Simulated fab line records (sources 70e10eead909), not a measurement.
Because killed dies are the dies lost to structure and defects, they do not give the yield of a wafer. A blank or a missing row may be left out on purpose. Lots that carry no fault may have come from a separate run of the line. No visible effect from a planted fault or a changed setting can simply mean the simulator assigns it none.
Which tool was responsible? | flow nand harc | Sampling: 6 lots, 18 wafers, 4 of 1302 route steps

## WHAT THE GAUGES READ, wafer by wafer
NHARC_END_SORT_01.
lot | measured | on | killed at array

## EACH LOT AND THE TOOL THAT RAN IT (in order: tool; ch and the chambers of the sampled wafers; start)
lot  | NHARC_A_CONTACT_STRIP_103          | NHARC_A_BONDPAD_ETCH_34            | NHARC_A_BONDPAD_CMP_19
L322 | rie diel-08 ch 0,2,3, day 23 00:47 | rie diel-09 ch 2,3, day 23 23:52   | cmp-01 ch 0,1,3, day 24 02:08
L325 | rie diel-01 ch 0,1,3, day 23 14:50 | rie diel-01 ch 0,1,3, day 24 15:04 | cmp-01 ch 0,2,3, day 24 17:01
L329 | rie diel-04 ch 2,3, day 25 12:40   | rie diel-09 ch 0,1,2, day 26 12:02 | cmp-01 ch 0,2, day 26 14:01
L326 | rie diel-08 ch 0,1,2, day 26 01:07 | rie diel-09 ch 0,1,3, day 27 00:56 | cmp-02 ch 0,1,3, day 27 02:52
L334 | rie diel-04 ch 1,3, day 27 21:20   | rie diel-09 ch 0,1, day 28 20:52   | cmp-03 ch 0,1,2, day 28 22:52
L342 | rie diel-08 ch 0,2, day 31 02:02   | rie diel-09 ch 0,1,2, day 32 18:14 | cmp-02 ch 1,2,3, day 32 20:09
- NHARC_A_CONTACT_STRIP_103: strips in N2/H2.
- NHARC_A_BONDPAD_ETCH_34: etches the open film in N2/H2, target depth 60 nm, overetch 18 nm, time 65.91 s.
- NHARC_A_BONDPAD_CMP_19: polishes, t overpolish 30 s, cu recess touch 16 s, target thk 169.82 nm.

## THE ANSWER, worked out from the rows above alone
Rule: the usual values come from the lots themselves. Put in order of their means at a reading, lots are off if they are a third of the lots or fewer, leave a main group of 4 or more, and stand apart from it by a gap of 3 or more times the standard deviation of the main group's means; of several such gaps the widest counts. A main group whose means are all the same, to the digits that the tables above print for the reading, isn't used. A lot without any number at a reading at which 4 lots or more have one is off too. Any other lot the step has rows for is counted as sound.
Across all readings shown, no lot is off: no conclusion can be drawn from this.

## WHAT THE SIMULATOR PUT IN
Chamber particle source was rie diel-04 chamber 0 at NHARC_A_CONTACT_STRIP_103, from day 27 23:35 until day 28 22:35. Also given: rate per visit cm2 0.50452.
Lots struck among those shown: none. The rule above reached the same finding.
